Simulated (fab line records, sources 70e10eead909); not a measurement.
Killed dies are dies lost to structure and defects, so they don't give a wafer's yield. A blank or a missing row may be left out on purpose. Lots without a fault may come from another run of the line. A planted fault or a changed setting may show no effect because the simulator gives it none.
Which tool did it? | flow nand_harc | 13 lots, 39 wafers sampled, at 3 steps of a route of 1302

WHAT THE GAUGES READ, wafer by wafer
NHARC_A_M0_THK_MEAS_24: measures by xrf. Usual: thk_nm 114.0 nm, standard deviation 1.4.
lot  | measured     | on            | thk_nm (nm)       | flag
L548 | day 22 23:28 | film_metro-02 | 116.0 114.0 114.7 |
L549 | day 23 09:04 | film_metro-02 | 113.9 114.3 115.1 |
L551 | day 23 16:45 | film_metro-02 | 113.1 111.0 112.2 |
L550 | day 24 01:46 | film_metro-01 | 114.9 114.9 115.4 |
L553 | day 25 03:25 | film_metro-02 | 112.4 112.7 112.0 |
L555 | day 25 08:46 | film_metro-01 | 112.1 113.5 112.0 |
L554 | day 25 16:58 | film_metro-01 | 113.8 112.3 114.8 |
L559 | day 26 17:55 | film_metro-01 | 115.5 112.9 115.4 |
L565 | day 30 02:00 | film_metro-01 | 116.7 112.6 116.2 |
L567 | day 30 15:36 | film_metro-01 | 114.8 113.2 113.9 |
L568 | day 31 07:10 | film_metro-01 | 114.0 111.9 113.1 |
L569 | day 31 08:23 | film_metro-01 | 112.7 116.6 112.1 |
L571 | day 32 23:52 | film_metro-02 | 113.0 113.9 114.3 |

NHARC_A_M0_INSPECT_27. Usual: raw_defect_count 559, standard deviation 150.
lot  | measured     | on                | raw_defect_count | flag
L548 | day 22 23:37 | defect_inspect-02 | 513 886 575      |
L549 | day 23 09:13 | defect_inspect-02 | 462 624 349      |
L551 | day 23 16:55 | defect_inspect-01 | 580 443 657      |
L550 | day 24 01:55 | defect_inspect-01 | 354 444 591      |
L553 | day 25 03:34 | defect_inspect-01 | 357 417 369      |
L555 | day 25 08:55 | defect_inspect-02 | 705 1014 953     |
L554 | day 25 17:07 | defect_inspect-02 | 484 452 417      |
L559 | day 26 18:05 | defect_inspect-01 | 720 713 745      |
L565 | day 30 02:10 | defect_inspect-02 | 607 684 454      |
L567 | day 30 15:46 | defect_inspect-01 | 436 324 404      |
L568 | day 31 07:20 | defect_inspect-01 | 580 406 526      |
L569 | day 31 08:33 | defect_inspect-01 | 599 681 475      |
L571 | day 33 00:01 | defect_inspect-02 | 899 425 599      |

NHARC_A_M1_OVL_MEAS_10: pitch 240 nm. Usual: overlay_x_nm 0.1 nm, standard deviation 0.68; overlay_y_nm -0.2 nm, standard deviation 0.85.
lot  | measured     | on         | overlay_x_nm (nm) | overlay_y_nm (nm) | flag
L548 | day 23 01:07 | overlay-01 | 0.2 0.9 0.7       | 0.2 0.3 -0.1      |
L549 | day 23 10:53 | overlay-01 | 1.8 1.9 2.1       | -1.1 -0.8 -0.5    |
L551 | day 23 18:23 | overlay-02 | 0.6 0.4 1.0       | -0.1 -0.2 -0.3    |
L550 | day 24 03:24 | overlay-01 | -0.3 0.0 -0.4     | 0.5 0.3 1.1       |
L553 | day 25 04:56 | overlay-02 | -0.7 0.0 -0.4     | -1.7 -1.6 -1.6    |
L555 | day 25 10:16 | overlay-01 | -0.1 0.0 0.5      | 0.5 0.2 1.2       |
L554 | day 25 18:35 | overlay-02 | 0.0 -0.1 0.2      | -0.8 -1.2 -0.6    |
L559 | day 26 19:42 | overlay-02 | 1.8 1.7 1.1       | 0.4 0.9 0.5       |
L565 | day 30 03:37 | overlay-01 | 1.1 0.6 0.8       | 0.7 0.3 0.8       |
L567 | day 30 17:08 | overlay-02 | -1.2 -1.1 -1.0    | -1.6 -1.4 -1.6    |
L568 | day 31 08:49 | overlay-02 | -0.4 -0.5 -0.6    | -0.6 -0.4 -0.1    |
L569 | day 31 10:01 | overlay-02 | -0.3 -0.3 0.1     | 0.3 0.3 -0.1      |
L571 | day 33 01:31 | overlay-01 | 0.0 -0.1 -0.1     | -0.1 -0.1 -0.3    |

WHICH TOOL RAN EACH LOT (tool, then ch and the chambers of the sampled wafers, then the start)
The record holds no process step before these readings.

WHAT THE TOOLS THEMSELVES READ (means of the sampled wafers that have a number; where no wafer has one, the mark that the record gives instead)
The record holds no such reading with a usual standard deviation.

THE ANSWER, worked out from the rows above alone
Rule: a lot is off if the mean of its wafers that have a number lies more than 3 standard deviations from the usual mean. A lot without any number at a reading at which 4 lots or more have one is off too. The other lots that the step has rows for count as sound. The gauges are gone through in route order, then the tools' own readings, and for those a lot's mean is taken as printed above. The first step at which some lot is off is used, and at that step the reading that is off furthest; a lot without a number counts as furthest.
No lot is off at any reading shown: from this, nothing can be told.

WHAT THE SIMULATOR HAD PUT IN
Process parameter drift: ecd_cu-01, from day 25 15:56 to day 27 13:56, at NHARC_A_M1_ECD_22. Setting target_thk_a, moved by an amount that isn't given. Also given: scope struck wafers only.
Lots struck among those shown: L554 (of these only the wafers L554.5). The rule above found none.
